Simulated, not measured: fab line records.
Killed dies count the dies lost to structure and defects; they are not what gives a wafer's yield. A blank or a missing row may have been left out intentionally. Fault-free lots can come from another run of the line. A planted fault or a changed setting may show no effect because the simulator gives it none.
Chamber matching	flow n5-finfet	N5_BEOL_M0_SAQP_STRIP_86 on rie-diel-01: 3 sister chambers
The step strips in N2/H2. 6 wafers are shown with their chamber, then 6 later ones without.

WAFERS WITH THEIR CHAMBER
wafer	chamber	drypump-motor-current-A (A)	showerhead-plenum-p-Torr (Torr)
L086.1	0	5.6	3.38
L087.3	3	6.5	3.29
L087.4	2	5.2	3.35
L087.6	0	5.6	3.37
L091.1	2	5.2	3.35
L091.2	3	6.4	3.29

WAFERS MISSING THEIR CHAMBER
wafer	drypump-motor-current-A (A)	showerhead-plenum-p-Torr (Torr)
L091.3	5.6	3.37
L092.3	5.3	3.35
L092.5	5.6	3.37
L095.1	5.2	3.34
L095.3	5.6	3.37
L097.5	5.3	3.34

EACH ONE'S CHAMBER
wafer	from the rows above	in truth
L091.3	0	0
L092.3	2	2
L092.5	0	0
L095.1	2	2
L095.3	0	0
L097.5	2	2
Correct placement for 6 of the 6. Number that these rows cannot place: 0. Placed wrongly: 0.
How it was worked out, from the rows above alone: a wafer's distance from a chamber is the root of the sum, over the readings, of the square of ((its reading less the chamber's mean) divided by the reading's scatter). If the next closest chamber is less than 2 further off than the closest, the wafer can't be placed; otherwise it belongs to the closest. For every chamber, the mean is computed from those of its wafers that are shown. The scatter: the root of (the sum of the squares of (reading less its chamber's mean) over the shown wafers, divided by (wafers less chambers)).
